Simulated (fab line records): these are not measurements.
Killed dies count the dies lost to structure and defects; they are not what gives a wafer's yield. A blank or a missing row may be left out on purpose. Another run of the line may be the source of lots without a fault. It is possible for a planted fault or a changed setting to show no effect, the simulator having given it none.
Matching of chambers ; flow n5 finfet ; N5_HKMG_FIN_HK_ALD_01 on ald hk-03 has 4 sister chambers
The step deposits HfO2, target thk 1.6 nm, pulse time 3 s, purge time 3 s. 4 wafers are shown with their chamber, then 9 later ones without.

== EACH WAFER AND ITS CHAMBER ==
wafer;chamber;precursor pulse height rel
L087.6;1;1.003
L090.1;0;1.021
L090.4;2;1.030
L090.6;3;1.008

== WAFERS MISSING THEIR CHAMBER ==
wafer;precursor pulse height rel
L091.2;0.993
L091.3;0.979
L091.5;1.032
L094.1;1.021
L094.4;1.006
L094.6;0.984
L095.1;0.960
L095.3;1.015
L095.4;0.981

== WHICH CHAMBER EACH ONE RAN IN ==
wafer;from the rows above;in truth
L091.2;can't be placed: 1 or 3 or 0 or 2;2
L091.3;can't be placed: 1 or 3 or 0 or 2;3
L091.5;can't be placed: 2 or 0 or 3 or 1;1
L094.1;can't be placed: 0 or 2 or 3 or 1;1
L094.4;can't be placed: 3 or 1 or 0 or 2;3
L094.6;can't be placed: 1 or 3 or 0 or 2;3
L095.1;can't be placed: 1 or 3 or 0 or 2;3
L095.3;can't be placed: 0 or 3 or 1 or 2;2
L095.4;can't be placed: 1 or 3 or 0 or 2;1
Placed correctly: 0 of 9. Can't be placed from these rows: 9 (the true chamber is among the candidates in 9). Wrongly placed: 0.
How it was worked out, from the rows above alone: a wafer's distance from a chamber is the root of the sum, over the readings, of the square of ((its reading less the chamber's mean) divided by the reading's scatter). If the next closest chamber is less than 2 further off than the closest, the wafer can't be placed; otherwise it belongs to the closest. The mean given for a chamber averages the wafers shown for that chamber. The scatter: root of mean squared gap, hidden wafer to nearest shown wafer, with one shown wafer a chamber.
